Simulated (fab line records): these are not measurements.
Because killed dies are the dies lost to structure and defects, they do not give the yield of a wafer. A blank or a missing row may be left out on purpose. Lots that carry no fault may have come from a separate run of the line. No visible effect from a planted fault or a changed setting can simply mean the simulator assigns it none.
Which tool did it? || flow n5Finfet || Sampling: 9 lots, 25 wafers, 8 of 1938 route steps

## WHAT THE GAUGES READ, wafer by wafer
N5_FIN_SAQP_CD_MEAS_37 targets a cd of 8 nm. Usual: 8.12 nm for cdNm, sd 0.27.
{"lot": "L773", "measured": "day 2 08:20", "on": "cdSem-03", "cdNm (nm)": "8.27 8.01 7.67", "flag": ""}
{"lot": "L776", "measured": "day 3 02:12", "on": "cdSem-01", "cdNm (nm)": "7.92 7.69 8.13", "flag": ""}
{"lot": "L778", "measured": "day 3 15:23", "on": "cdSem-02", "cdNm (nm)": "7.77 8.06", "flag": ""}
{"lot": "L783", "measured": "day 4 23:07", "on": "cdSem-01", "cdNm (nm)": "8.29 8.01", "flag": ""}
{"lot": "L786", "measured": "day 5 15:39", "on": "cdSem-02", "cdNm (nm)": "8.42 7.73 8.70", "flag": ""}
{"lot": "L790", "measured": "day 6 14:50", "on": "cdSem-03", "cdNm (nm)": "8.03 7.89 8.14", "flag": ""}
{"lot": "L791", "measured": "day 6 21:11", "on": "cdSem-02", "cdNm (nm)": "8.29 7.58 8.08", "flag": ""}
{"lot": "L792", "measured": "day 7 01:54", "on": "cdSem-02", "cdNm (nm)": "7.91 7.96 8.00", "flag": ""}
{"lot": "L795", "measured": "day 7 20:01", "on": "cdSem-02", "cdNm (nm)": "8.43 7.81 7.94", "flag": ""}

N5_FIN_SAQP_INSPECT_40: inspects for defects (brightfield). Usual: 251 for rawDefectCount, sd 81.
{"lot": "L773", "measured": "day 2 08:28", "on": "defectInspect-01", "rawDefectCount": "455 281 391", "flag": ""}
{"lot": "L776", "measured": "day 3 02:20", "on": "defectInspect-01", "rawDefectCount": "328 202 197", "flag": ""}
{"lot": "L778", "measured": "day 3 15:31", "on": "defectInspect-02", "rawDefectCount": "195 230", "flag": ""}
{"lot": "L783", "measured": "day 4 23:14", "on": "defectInspect-02", "rawDefectCount": "293 291", "flag": ""}
{"lot": "L786", "measured": "day 5 15:47", "on": "defectInspect-01", "rawDefectCount": "256 1671 240", "flag": "OFF"}
{"lot": "L790", "measured": "day 6 14:58", "on": "defectInspect-02", "rawDefectCount": "304 533 256", "flag": ""}
{"lot": "L791", "measured": "day 6 21:19", "on": "defectInspect-02", "rawDefectCount": "261 183 246", "flag": ""}
{"lot": "L792", "measured": "day 7 02:02", "on": "defectInspect-01", "rawDefectCount": "248 320 284", "flag": ""}
{"lot": "L795", "measured": "day 7 20:09", "on": "defectInspect-02", "rawDefectCount": "335 151 273", "flag": ""}

N5_FIN_CUT_OVL_MEAS_09. Usual: for FIN_CUT_OVL the level is -0.2 nm and the standard deviation is 0.52.
{"lot": "L773", "measured": "day 2 08:56", "on": "overlay-02", "FIN_CUT_OVL (nm)": "-0.7 -0.2 0.4", "flag": ""}
{"lot": "L776", "measured": "day 3 02:50", "on": "overlay-01", "FIN_CUT_OVL (nm)": "-0.2 0.0 0.3", "flag": ""}
{"lot": "L778", "measured": "day 3 15:59", "on": "overlay-01", "FIN_CUT_OVL (nm)": "0.7 -0.3", "flag": ""}
{"lot": "L783", "measured": "day 4 23:35", "on": "overlay-01", "FIN_CUT_OVL (nm)": "1.0 -0.6", "flag": ""}
{"lot": "L786", "measured": "day 5 16:15", "on": "overlay-02", "FIN_CUT_OVL (nm)": "0.2 0.5 -0.6", "flag": ""}
{"lot": "L790", "measured": "day 6 15:19", "on": "overlay-01", "FIN_CUT_OVL (nm)": "-1.2 -0.7 -0.7", "flag": ""}
{"lot": "L791", "measured": "day 6 21:38", "on": "overlay-01", "FIN_CUT_OVL (nm)": "0.3 -1.1 -0.9", "flag": ""}
{"lot": "L792", "measured": "day 7 02:29", "on": "overlay-01", "FIN_CUT_OVL (nm)": "-0.6 0.3 -0.4", "flag": ""}
{"lot": "L795", "measured": "day 7 20:37", "on": "overlay-01", "FIN_CUT_OVL (nm)": "0.3 -0.1 -0.7", "flag": ""}

N5_FIN_CUT_INSPECT_10: inspects for defects (brightfield). Usual: 47 for rawDefectCount, sd 15.
{"lot": "L773", "measured": "day 2 08:59", "on": "defectInspect-01", "rawDefectCount": "70 66 67", "flag": ""}
{"lot": "L776", "measured": "day 3 02:53", "on": "defectInspect-02", "rawDefectCount": "56 42 48", "flag": ""}
{"lot": "L778", "measured": "day 3 16:02", "on": "defectInspect-02", "rawDefectCount": "35 42", "flag": ""}
{"lot": "L783", "measured": "day 4 23:38", "on": "defectInspect-01", "rawDefectCount": "38 41", "flag": ""}
{"lot": "L786", "measured": "day 5 16:18", "on": "defectInspect-01", "rawDefectCount": "67 1496 61", "flag": "OFF"}
{"lot": "L790", "measured": "day 6 15:22", "on": "defectInspect-01", "rawDefectCount": "52 105 47", "flag": ""}
{"lot": "L791", "measured": "day 6 21:42", "on": "defectInspect-01", "rawDefectCount": "51 23 43", "flag": ""}
{"lot": "L792", "measured": "day 7 02:32", "on": "defectInspect-01", "rawDefectCount": "44 54 43", "flag": ""}
{"lot": "L795", "measured": "day 7 20:40", "on": "defectInspect-01", "rawDefectCount": "56 31 50", "flag": ""}

N5_FIN_CUT_INSPECT_17: inspects for defects (brightfield). Usual: 254 for rawDefectCount, sd 82.
{"lot": "L773", "measured": "day 2 09:55", "on": "defectInspect-01", "rawDefectCount": "433 287 358", "flag": ""}
{"lot": "L776", "measured": "day 3 04:09", "on": "defectInspect-02", "rawDefectCount": "349 216 237", "flag": ""}
{"lot": "L778", "measured": "day 3 17:00", "on": "defectInspect-01", "rawDefectCount": "212 217", "flag": ""}
{"lot": "L783", "measured": "day 5 00:42", "on": "defectInspect-01", "rawDefectCount": "292 295", "flag": ""}
{"lot": "L786", "measured": "day 5 17:14", "on": "defectInspect-01", "rawDefectCount": "255 1639 244", "flag": "OFF"}
{"lot": "L790", "measured": "day 6 16:28", "on": "defectInspect-01", "rawDefectCount": "296 548 273", "flag": ""}
{"lot": "L791", "measured": "day 6 22:48", "on": "defectInspect-02", "rawDefectCount": "263 172 236", "flag": ""}
{"lot": "L792", "measured": "day 7 03:29", "on": "defectInspect-02", "rawDefectCount": "256 337 295", "flag": ""}
{"lot": "L795", "measured": "day 7 21:45", "on": "defectInspect-01", "rawDefectCount": "342 155 262", "flag": ""}

N5_BEOL_M4_RC_MEAS_101. Usual: DIBL_N 36.0 mV/V, standard deviation 1.6; DIBL_P 35.8 mV/V, standard deviation 2; IOFF_N 0.152 nA/um, standard deviation 0.03; IOFF_P 0.20 nA/um, standard deviation 0.031; ION_N 670 uA/um, standard deviation 12; ION_P 459 uA/um, standard deviation 7.4; SS_N 71.5 mV/dec, standard deviation 0.56; SS_P 73.2 mV/dec, standard deviation 0.64; VT_N 251 mV, standard deviation 3.5; VT_P -252 mV, standard deviation 3.3.
{"lot": "L773", "measured": "day 9 11:49", "on": "prober-02", "DIBL_N (mV/V)": "36.7 36.7 33.5", "DIBL_P (mV/V)": "35.8 35.5 31.3", "IOFF_N (nA/um)": "0.154 0.141 0.101", "IOFF_P (nA/um)": "0.20 0.19 0.15", "ION_N (uA/um)": "674 657 650", "ION_P (uA/um)": "462 454 450", "SS_N (mV/dec)": "72.0 71.0 71.0", "SS_P (mV/dec)": "73.0 73.0 72.1", "VT_N (mV)": "251 254 255", "VT_P (mV)": "-253 -254 -256", "flag": ""}
{"lot": "L776", "measured": "day 10 03:13", "on": "prober-01", "DIBL_N (mV/V)": "37.4 35.9 37.2", "DIBL_P (mV/V)": "36.7 35.6 37.0", "IOFF_N (nA/um)": "0.151 0.125 0.155", "IOFF_P (nA/um)": "0.20 0.18 0.20", "ION_N (uA/um)": "674 656 680", "ION_P (uA/um)": "461 455 463", "SS_N (mV/dec)": "71.8 71.3 72.1", "SS_P (mV/dec)": "73.6 73.2 73.6", "VT_N (mV)": "253 255 250", "VT_P (mV)": "-252 -250 -253", "flag": ""}
{"lot": "L778", "measured": "day 10 23:28", "on": "prober-02", "DIBL_N (mV/V)": "36.8 34.7", "DIBL_P (mV/V)": "37.0 35.1", "IOFF_N (nA/um)": "0.170 0.134", "IOFF_P (nA/um)": "0.20 0.18", "ION_N (uA/um)": "665 667", "ION_P (uA/um)": "449 457", "SS_N (mV/dec)": "71.2 71.4", "SS_P (mV/dec)": "73.4 73.4", "VT_N (mV)": "247 253", "VT_P (mV)": "-253 -252", "flag": ""}
{"lot": "L783", "measured": "day 12 11:36", "on": "prober-01", "DIBL_N (mV/V)": "36.2 37.3", "DIBL_P (mV/V)": "35.1 37.2", "IOFF_N (nA/um)": "0.121 0.154", "IOFF_P (nA/um)": "0.17 0.21", "ION_N (uA/um)": "644 669", "ION_P (uA/um)": "446 456", "SS_N (mV/dec)": "71.9 72.3", "SS_P (mV/dec)": "72.7 73.1", "VT_N (mV)": "260 253", "VT_P (mV)": "-257 -252", "flag": ""}
{"lot": "L786", "measured": "day 12 21:17", "on": "prober-01", "DIBL_N (mV/V)": "34.8 37.0 37.5", "DIBL_P (mV/V)": "36.5 39.1 39.4", "IOFF_N (nA/um)": "0.157 0.203 0.224", "IOFF_P (nA/um)": "0.21 0.26 0.26", "ION_N (uA/um)": "672 695 686", "ION_P (uA/um)": "461 470 466", "SS_N (mV/dec)": "71.3 71.8 72.0", "SS_P (mV/dec)": "72.7 73.6 73.6", "VT_N (mV)": "249 245 243", "VT_P (mV)": "-250 -246 -248", "flag": ""}
{"lot": "L790", "measured": "day 13 06:11", "on": "prober-02", "DIBL_N (mV/V)": "35.6 35.3 36.1", "DIBL_P (mV/V)": "35.8 35.7 35.7", "IOFF_N (nA/um)": "0.151 0.146 0.150", "IOFF_P (nA/um)": "0.20 0.20 0.20", "ION_N (uA/um)": "687 674 673", "ION_P (uA/um)": "469 461 459", "SS_N (mV/dec)": "71.3 70.9 71.2", "SS_P (mV/dec)": "73.7 73.4 72.6", "VT_N (mV)": "250 248 249", "VT_P (mV)": "-250 -251 -249", "flag": ""}
{"lot": "L791", "measured": "day 14 05:24", "on": "prober-02", "DIBL_N (mV/V)": "35.8 33.6 34.9", "DIBL_P (mV/V)": "34.9 31.3 33.4", "IOFF_N (nA/um)": "0.155 0.109 0.135", "IOFF_P (nA/um)": "0.19 0.14 0.17", "ION_N (uA/um)": "680 653 674", "ION_P (uA/um)": "462 449 463", "SS_N (mV/dec)": "71.8 71.5 71.9", "SS_P (mV/dec)": "72.8 73.0 72.8", "VT_N (mV)": "249 257 250", "VT_P (mV)": "-252 -256 -253", "flag": ""}
{"lot": "L792", "measured": "day 14 16:58", "on": "prober-02", "DIBL_N (mV/V)": "35.5 36.1 35.4", "DIBL_P (mV/V)": "33.7 34.1 33.8", "IOFF_N (nA/um)": "0.136 0.144 0.135", "IOFF_P (nA/um)": "0.21 0.21 0.20", "ION_N (uA/um)": "674 661 664", "ION_P (uA/um)": "473 459 459", "SS_N (mV/dec)": "70.9 71.4 71.3", "SS_P (mV/dec)": "72.8 73.5 73.4", "VT_N (mV)": "254 251 251", "VT_P (mV)": "-250 -246 -247", "flag": ""}
{"lot": "L795", "measured": "day 15 11:20", "on": "prober-02", "DIBL_N (mV/V)": "34.3 31.8 33.2", "DIBL_P (mV/V)": "34.4 30.1 32.1", "IOFF_N (nA/um)": "0.129 0.087 0.113", "IOFF_P (nA/um)": "0.17 0.11 0.14", "ION_N (uA/um)": "655 632 658", "ION_P (uA/um)": "454 435 449", "SS_N (mV/dec)": "70.4 71.7 71.2", "SS_P (mV/dec)": "72.7 71.6 72.2", "VT_N (mV)": "250 259 255", "VT_P (mV)": "-253 -261 -258", "flag": ""}

## WHICH TOOL RAN EACH LOT (tool, then ch and the chambers of the sampled wafers, then the start)
{"lot": "L773", "N5_FIN_SAQP_SPACER2_ALD_28": "aldSin-04 ch 0,1,2, day 2 07:06", "N5_FIN_SAQP_STRIP_77": "rieDiel-05 ch 0,2, day 2 08:01"}
{"lot": "L776", "N5_FIN_SAQP_SPACER2_ALD_28": "aldSin-01 ch 1,2,3, day 3 01:13", "N5_FIN_SAQP_STRIP_77": "rieDiel-05 ch 0,1,2, day 3 01:53"}
{"lot": "L778", "N5_FIN_SAQP_SPACER2_ALD_28": "aldSin-01 ch 0,1, day 3 14:34", "N5_FIN_SAQP_STRIP_77": "rieDiel-02 ch 0,1, day 3 15:07"}
{"lot": "L783", "N5_FIN_SAQP_SPACER2_ALD_28": "aldSin-02 ch 0,1, day 4 22:08", "N5_FIN_SAQP_STRIP_77": "rieDiel-05 ch 0,1, day 4 22:48"}
{"lot": "L786", "N5_FIN_SAQP_SPACER2_ALD_28": "aldSin-01 ch 1,2,3, day 5 14:38", "N5_FIN_SAQP_STRIP_77": "rieDiel-02 ch 0,1,3, day 5 15:20"}
{"lot": "L790", "N5_FIN_SAQP_SPACER2_ALD_28": "aldSin-01 ch 1,2, day 6 13:52", "N5_FIN_SAQP_STRIP_77": "rieDiel-05 ch 0,1,2, day 6 14:32"}
{"lot": "L791", "N5_FIN_SAQP_SPACER2_ALD_28": "aldSin-02 ch 2,3, day 6 20:11", "N5_FIN_SAQP_STRIP_77": "rieDiel-05 ch 0,2, day 6 20:52"}
{"lot": "L792", "N5_FIN_SAQP_SPACER2_ALD_28": "aldSin-01 ch 0,2, day 7 00:55", "N5_FIN_SAQP_STRIP_77": "rieDiel-06 ch 0,1, day 7 01:35"}
{"lot": "L795", "N5_FIN_SAQP_SPACER2_ALD_28": "aldSin-02 ch 0,1,2, day 7 18:52", "N5_FIN_SAQP_STRIP_77": "rieDiel-05 ch 0,3, day 7 19:39"}
- N5_FIN_SAQP_SPACER2_ALD_28: deposits SiO2, target thk 8.1 nm, pulse time 1 s, purge time 2 s.
- N5_FIN_SAQP_STRIP_77: strips in N2/H2, time 90 s.

## WHAT THE TOOLS THEMSELVES READ (means of the sampled wafers that have a number; where no wafer has one, the mark that the record gives instead)
N5_FIN_SAQP_SPACER2_ALD_28. Usual: heaterPowerW 479 W, standard deviation 37; precursorPulseHeightRel 1.002, standard deviation 0.018.
{"lot": "L773", "tool": "aldSin-04", "heaterPowerW (W)": 483, "precursorPulseHeightRel": 0.987, "flag": ""}
{"lot": "L776", "tool": "aldSin-01", "heaterPowerW (W)": 464, "precursorPulseHeightRel": 1.011, "flag": ""}
{"lot": "L778", "tool": "aldSin-01", "heaterPowerW (W)": 432, "precursorPulseHeightRel": 0.990, "flag": ""}
{"lot": "L783", "tool": "aldSin-02", "heaterPowerW (W)": 482, "precursorPulseHeightRel": 0.999, "flag": ""}
{"lot": "L786", "tool": "aldSin-01", "heaterPowerW (W)": 462, "precursorPulseHeightRel": 1.025, "flag": ""}
{"lot": "L790", "tool": "aldSin-01", "heaterPowerW (W)": 459, "precursorPulseHeightRel": 0.986, "flag": ""}
{"lot": "L791", "tool": "aldSin-02", "heaterPowerW (W)": 531, "precursorPulseHeightRel": 1.007, "flag": ""}
{"lot": "L792", "tool": "aldSin-01", "heaterPowerW (W)": 459, "precursorPulseHeightRel": 1.010, "flag": ""}
{"lot": "L795", "tool": "aldSin-02", "heaterPowerW (W)": 510, "precursorPulseHeightRel": 0.981, "flag": ""}

N5_FIN_SAQP_STRIP_77. Usual: drypumpMotorCurrentA 5.7 A, standard deviation 0.39; h2FlowSccm 299.9 sccm, standard deviation 0.88; oesProductAu 0.78 a.u., standard deviation 0.089; rfVppV 45.3 V, standard deviation 0.8; showerheadPlenumPTorr 3.39 Torr, standard deviation 0.062; throttleValvePct 12.24 %, standard deviation 0.18.
{"lot": "L773", "tool": "rieDiel-05", "drypumpMotorCurrentA (A)": 6.0, "h2FlowSccm (sccm)": 299.4, "oesProductAu (a.u.)": 0.75, "rfVppV (V)": 44.7, "showerheadPlenumPTorr (Torr)": 3.38, "throttleValvePct (%)": 12.25, "flag": ""}
{"lot": "L776", "tool": "rieDiel-05", "drypumpMotorCurrentA (A)": 5.7, "h2FlowSccm (sccm)": 300.0, "oesProductAu (a.u.)": 0.75, "rfVppV (V)": 45.0, "showerheadPlenumPTorr (Torr)": 3.38, "throttleValvePct (%)": 12.28, "flag": ""}
{"lot": "L778", "tool": "rieDiel-02", "drypumpMotorCurrentA (A)": 5.1, "h2FlowSccm (sccm)": 299.9, "oesProductAu (a.u.)": 0.71, "rfVppV (V)": 46.2, "showerheadPlenumPTorr (Torr)": 3.41, "throttleValvePct (%)": 12.35, "flag": ""}
{"lot": "L783", "tool": "rieDiel-05", "drypumpMotorCurrentA (A)": 5.8, "h2FlowSccm (sccm)": 298.6, "oesProductAu (a.u.)": 0.76, "rfVppV (V)": 44.4, "showerheadPlenumPTorr (Torr)": 3.38, "throttleValvePct (%)": 12.35, "flag": ""}
{"lot": "L786", "tool": "rieDiel-02", "drypumpMotorCurrentA (A)": 5.5, "h2FlowSccm (sccm)": 299.0, "oesProductAu (a.u.)": 0.70, "rfVppV (V)": 45.6, "showerheadPlenumPTorr (Torr)": 3.32, "throttleValvePct (%)": 12.40, "flag": ""}
{"lot": "L790", "tool": "rieDiel-05", "drypumpMotorCurrentA (A)": 5.7, "h2FlowSccm (sccm)": 300.2, "oesProductAu (a.u.)": 0.73, "rfVppV (V)": 44.8, "showerheadPlenumPTorr (Torr)": 3.36, "throttleValvePct (%)": 12.35, "flag": ""}
{"lot": "L791", "tool": "rieDiel-05", "drypumpMotorCurrentA (A)": 5.8, "h2FlowSccm (sccm)": 299.1, "oesProductAu (a.u.)": 0.71, "rfVppV (V)": 45.6, "showerheadPlenumPTorr (Torr)": 3.35, "throttleValvePct (%)": 12.32, "flag": ""}
{"lot": "L792", "tool": "rieDiel-06", "drypumpMotorCurrentA (A)": 5.8, "h2FlowSccm (sccm)": 300.4, "oesProductAu (a.u.)": 0.91, "rfVppV (V)": 46.0, "showerheadPlenumPTorr (Torr)": 3.44, "throttleValvePct (%)": 12.02, "flag": ""}
{"lot": "L795", "tool": "rieDiel-05", "drypumpMotorCurrentA (A)": 5.9, "h2FlowSccm (sccm)": 298.3, "oesProductAu (a.u.)": 0.78, "rfVppV (V)": 45.3, "showerheadPlenumPTorr (Torr)": 3.39, "throttleValvePct (%)": 12.26, "flag": ""}

## THE ANSWER, worked out from the rows above alone
Rule: lot off if the mean of its wafers having a number is beyond 3 standard deviations from the usual mean. A lot without any number at a reading at which 4 lots or more have one is off too. All remaining lots with rows at the step are treated as sound. Order of review: gauges by route order, followed by the tools' own readings, for which a lot's mean as printed above is used. The first step at which some lot is off is used, and at that step the reading that is off furthest; a lot without a number counts as furthest.
Off at N5_FIN_SAQP_INSPECT_40 (rawDefectCount): L786.
If a tool, at a process step before that reading, ran all the lots that are off and no sound lot after the first of them, it fits. Gauges at N5_FIN_SAQP_INSPECT_40: tried the same way as those tools. One fits: N5_FIN_SAQP_STRIP_77 on rieDiel-02. Its last sound lot is L778 (day 3 15:07), its first lot that is off L786 (day 5 15:20): a fault that began between those two fits.

## WHAT THE SIMULATOR HAD INSERTED
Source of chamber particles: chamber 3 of rieDiel-02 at N5_FIN_SAQP_STRIP_77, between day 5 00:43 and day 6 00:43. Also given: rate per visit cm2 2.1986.
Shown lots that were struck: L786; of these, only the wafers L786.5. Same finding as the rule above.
